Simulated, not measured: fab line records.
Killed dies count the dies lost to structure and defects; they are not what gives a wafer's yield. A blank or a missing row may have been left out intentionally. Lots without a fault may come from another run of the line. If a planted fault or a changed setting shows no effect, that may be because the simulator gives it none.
Code-filled problem report in 8D (eight disciplines) form :: flow n5-finfet :: the parts of the form that need people (team, actions taken, sign-off) are left out

## 1. WHAT WENT WRONG
raw-defect-count at N5_BEOL_M7_INSPECT_58 reads a mean of 523 on 9 wafers of 3 lots; wafers without a fault read 59 with a standard deviation of 19. That puts it +24 standard deviations away from the usual mean.
The step: inspects for defects (darkfield).
Earliest sighting: wafer L520.1 on defect-inspect-02 at day 11 22:26. Wafers with a number at this step in the record: 30, from 10 lots. Rule for "out" (also "out of limits"): further than 4 standard deviations from the usual mean. All remaining wafers that have a number are taken as sound.

## 2. WHAT IT IS AND WHAT IT IS NOT
question: which readings at this step
is: raw-defect-count
is not: -

question: which lots
is: L520, L524, L526
is not: L515, L516, L521, L525, L535, L536, L537

question: which wafers of those lots
is: all that have a number
is not: -

question: read on which gauges
is: defect-inspect-02
is not: defect-inspect-01

question: when
is: from day 11 22:26
is not: up to then (9 sound wafers); but 12 sound wafers of L525, L535, L536, L537 came after

## 3. WHAT RULES OUT EACH SUSPECT
Counting: a tool at a process step up to the reading stays a suspect if it ran every lot that is out and no sound lot after the first of them.
- ruled out: the gauge at N5_BEOL_M7_INSPECT_58. All the wafers that are out were read on defect-inspect-02, but those of them that N5_PASSIVATION_PROBE_49 has rows for are out there too, on other tools.
- pecvd-03 at N5_BEOL_M7_PRE_CLEAN_55 (time 15 s): ruled out as a lasting fault. Following L520 (day 11 22:19), the first lot on it that is out, the sound lots L537, L536 were run on it.
Left after counting: nothing in the record.

## 4. THE CAUSE (what the simulator had put in)
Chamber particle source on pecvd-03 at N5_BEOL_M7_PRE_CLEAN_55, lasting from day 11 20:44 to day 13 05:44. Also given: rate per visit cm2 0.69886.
It was ruled out by counting, in error; the rule expects a fault to strike all lots run on its tool from its start on, and this fault did not.

## 5. SEQUENCE OF EFFECTS, ordered by route
Each row: a reading where the mean over the struck wafers with a number is more than 3 standard deviations away from the usual. Only readings for which the record gives a usual standard deviation are gone through. hours: the time from each lot's start at the first step in this table that gives one to its start at this step, as a median over the lots. sigmas: the change in usual standard deviations.
hours: 0
step: N5_BEOL_M7_INSPECT_58
reading: raw-defect-count
usual: 59
on struck wafers: 523
change: +464
sigmas: +24

hours: 2
step: N5_BEOL_M8_INSPECT_13
reading: raw-defect-count
usual: 338
on struck wafers: 769
change: +431
sigmas: +4.9

hours: 3
step: N5_BEOL_M8_INSPECT_30
reading: raw-defect-count
usual: 338
on struck wafers: 754
change: +416
sigmas: +4.7

hours: 75
step: N5_PASSIVATION_PROBE_49
reading: defect-limited-yield
usual: 91.2 %
on struck wafers: 84.6
change: -6.6
sigmas: -4.4

hours: 75
step: N5_PASSIVATION_PROBE_49
reading: killed_at_M4_up
usual: 14
on struck wafers: 94
change: +80
sigmas: +14

hours: 75
step: N5_PASSIVATION_PROBE_49
reading: killed-dies
usual: 104
on struck wafers: 181
change: +77
sigmas: +4.5

hours: 75
step: N5_PASSIVATION_PROBE_49
reading: sort_bin_5_function
usual: 5.2 %
on struck wafers: 9.4
change: +4.2
sigmas: +4.4

hours: 75
step: N5_PASSIVATION_PROBE_49
reading: sort-n-pass
usual: 1076
on struck wafers: 999
change: -77
sigmas: -4.5

hours: 75
step: N5_PASSIVATION_PROBE_49
reading: sort-yield-pct
usual: 91.2 %
on struck wafers: 84.6
change: -6.6
sigmas: -4.4
Here are the process steps it includes:
- N5_PASSIVATION_PROBE_49

## 6. HOW IT WOULD HAVE BEEN CAUGHT EARLIER
In this record the first reading out of limits at a measuring or inspecting step was taken at day 11 22:26, 2 hours after the fault began at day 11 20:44.
